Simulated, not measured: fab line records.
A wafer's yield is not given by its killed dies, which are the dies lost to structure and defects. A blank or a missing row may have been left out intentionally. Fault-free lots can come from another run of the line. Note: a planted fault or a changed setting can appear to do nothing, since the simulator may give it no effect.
Chamber matching :: flow nandHarc :: rieDiel-10 running NHARC_P_GATE_DESCUM_61: 4 sister chambers
The step chemistry O2, time 3 s. 8 wafers are shown with their chamber, then 7 later ones without.

WAFERS, EACH WITH ITS CHAMBER
wafer: L454.2
chamber: 3
drypumpMotorCurrentA (A): 5.8
rfVppV (V): 56.8

wafer: L461.1
chamber: 2
drypumpMotorCurrentA (A): 4.9
rfVppV (V): 57.4

wafer: L461.5
chamber: 3
drypumpMotorCurrentA (A): 5.8
rfVppV (V): 58.0

wafer: L461.6
chamber: 0
drypumpMotorCurrentA (A): 5.6
rfVppV (V): 57.9

wafer: L473.5
chamber: 2
drypumpMotorCurrentA (A): 4.8
rfVppV (V): 57.1

wafer: L473.6
chamber: 1
drypumpMotorCurrentA (A): 5.7
rfVppV (V): 58.3

wafer: L475.1
chamber: 1
drypumpMotorCurrentA (A): 5.7
rfVppV (V): 56.0

wafer: L475.4
chamber: 0
drypumpMotorCurrentA (A): 5.6
rfVppV (V): 57.9

WAFERS WITH NO CHAMBER GIVEN
wafer: L475.6
drypumpMotorCurrentA (A): 4.9
rfVppV (V): 56.6

wafer: L476.1
drypumpMotorCurrentA (A): 5.8
rfVppV (V): 58.8

wafer: L476.4
drypumpMotorCurrentA (A): 5.6
rfVppV (V): 58.0

wafer: L476.6
drypumpMotorCurrentA (A): 4.8
rfVppV (V): 57.9

wafer: L477.2
drypumpMotorCurrentA (A): 5.8
rfVppV (V): 57.5

wafer: L477.3
drypumpMotorCurrentA (A): 5.7
rfVppV (V): 58.8

wafer: L477.4
drypumpMotorCurrentA (A): 4.9
rfVppV (V): 56.2

CHAMBER TAKEN BY EACH
wafer: L475.6
from the rows above: 2
in truth: 2

wafer: L476.1
from the rows above: can't be placed: 3 or 1
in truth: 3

wafer: L476.4
from the rows above: 0
in truth: 0

wafer: L476.6
from the rows above: 2
in truth: 2

wafer: L477.2
from the rows above: 3
in truth: 3

wafer: L477.3
from the rows above: can't be placed: 1 or 0 or 3
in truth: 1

wafer: L477.4
from the rows above: 2
in truth: 2
5 of 7 placed correctly. These rows do not allow placing 2 (true chamber among the candidates in 2). Placed wrongly: 0.
How it was worked out, from the rows above alone: a wafer's distance from a chamber is the root of the sum, over the readings, of the square of ((its reading less the chamber's mean) divided by the reading's scatter). If the next closest chamber is less than 2 further off than the closest, the wafer can't be placed; otherwise it belongs to the closest. Each chamber's mean is taken over the wafers shown for it. The scatter: the root of (the sum of the squares of (reading less its chamber's mean) over the shown wafers, divided by (wafers less chambers)).
